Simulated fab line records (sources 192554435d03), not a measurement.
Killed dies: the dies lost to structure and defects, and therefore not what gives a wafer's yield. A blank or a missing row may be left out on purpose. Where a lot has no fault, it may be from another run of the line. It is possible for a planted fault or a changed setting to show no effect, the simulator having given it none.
Problem report in the 8D (eight disciplines) form, filled by code + flow n5 finfet + the parts of the form that need people (team, actions taken, sign-off) are left out

1. THE PROBLEM
Wafers without a fault read 14, standard deviation 5.3; killed_at_M4_up at N5_PASSIVATION_PROBE_49 reads a mean of 410 on 4 wafers belonging to 2 lots. Relative to the usual mean, that is a shift of +75 standard deviations.
The first sign was on wafer L432.1 at day 15 17:22, on prober-01. At this step, 13 wafers from 5 lots have a number in the record. Rule for "out" (also "out of limits"): further than 4 standard deviations from the usual mean. The other wafers with a number count as sound.

2. WHAT IT IS; WHAT IT IS NOT
| question                    | is                                                                                                                                     | is not                                                                                  |
|-----------------------------|----------------------------------------------------------------------------------------------------------------------------------------|-----------------------------------------------------------------------------------------|
| which readings at this step | killed_at_M4_up, defect limited yield, killed dies, killed on rim, sort_bin_5_function, sort_bin_6_memory, sort n pass, sort yield pct | killed_at_M0_to_M3, killed at contacts, killed at other, killed short, sort_bin_8_speed |
| which lots                  | L432, L434                                                                                                                             | L430, L433, L435                                                                        |
| which wafers of those lots  | L432.1, L432.5, L434.1, L434.4                                                                                                         | L432.3, L434.3                                                                          |
| read on which tools         | prober-01, prober-02                                                                                                                   | -                                                                                       |
| when                        | from day 15 17:22                                                                                                                      | up to then (3 sound wafers); but 6 sound wafers of L432, L433, L434, L435 came after    |

3. WHAT RULES OUT EACH SUSPECT
Counting: any tool at a process step up to the reading remains a suspect provided it ran every lot that is out. Sound lots after the first of them don't rule it out here, since some wafers of a struck lot are sound.
- ecd cu-02 at N5_BEOL_M11_ECD_50 (material Cu, target thk 318 nm): kept. It processed each lot that is out (first: L432, day 14 02:55); up to then, its last sound lot is L430 (day 13 13:37).
Remaining after the count: ecd cu-02 at N5_BEOL_M11_ECD_50.

4. THE CAUSE (what the simulator had put in)
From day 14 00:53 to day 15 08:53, ecd cu-02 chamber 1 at N5_BEOL_M11_ECD_50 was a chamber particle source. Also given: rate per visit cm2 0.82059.
The count eliminated every tool but this one.

5. SEQUENCE OF EFFECTS, ordered by route
One row per reading whose mean, taken over the struck wafers that have a number, lies over 3 standard deviations from the usual. Readings are gone through only where the record gives a usual standard deviation; hours: the median, over the lots, of the time from a lot's start at the first step in this table giving one to that lot's start at this step; sigmas: the change measured in usual standard deviations.
| hours | step                    | reading              | usual  | on struck wafers | change | sigmas |
|-------|-------------------------|----------------------|--------|------------------|--------|--------|
| 0     | N5_PASSIVATION_PROBE_49 | defect limited yield | 90.9 % | 59.2             | -31.7  | -23    |
| 0     | N5_PASSIVATION_PROBE_49 | killed_at_M4_up      | 14     | 410              | +396   | +75    |
| 0     | N5_PASSIVATION_PROBE_49 | killed dies          | 107    | 481              | +374   | +22    |
| 0     | N5_PASSIVATION_PROBE_49 | killed on rim        | 14     | 58               | +44    | +9.9   |
| 0     | N5_PASSIVATION_PROBE_49 | sort_bin_5_function  | 5.3 %  | 25.1             | +19.8  | +21    |
| 0     | N5_PASSIVATION_PROBE_49 | sort_bin_6_memory    | 3.4 %  | 13.4             | +10.0  | +14    |
| 0     | N5_PASSIVATION_PROBE_49 | sort n pass          | 1073   | 699              | -374   | -22    |
| 0     | N5_PASSIVATION_PROBE_49 | sort yield pct       | 90.9 % | 59.2             | -31.7  | -21    |
Process steps it contains:
- N5_PASSIVATION_PROBE_49

6. WHAT WOULD HAVE CAUGHT IT SOONER
First out-of-limits reading in this record: day 15 17:22, which is 40 hours after fault onset at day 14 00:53.
All the lots that are out (2) had begun N5_BEOL_M11_ECD_50 on ecd cu-02 by day 15 17:22. A hold on the tool at that time would have spared none of them.
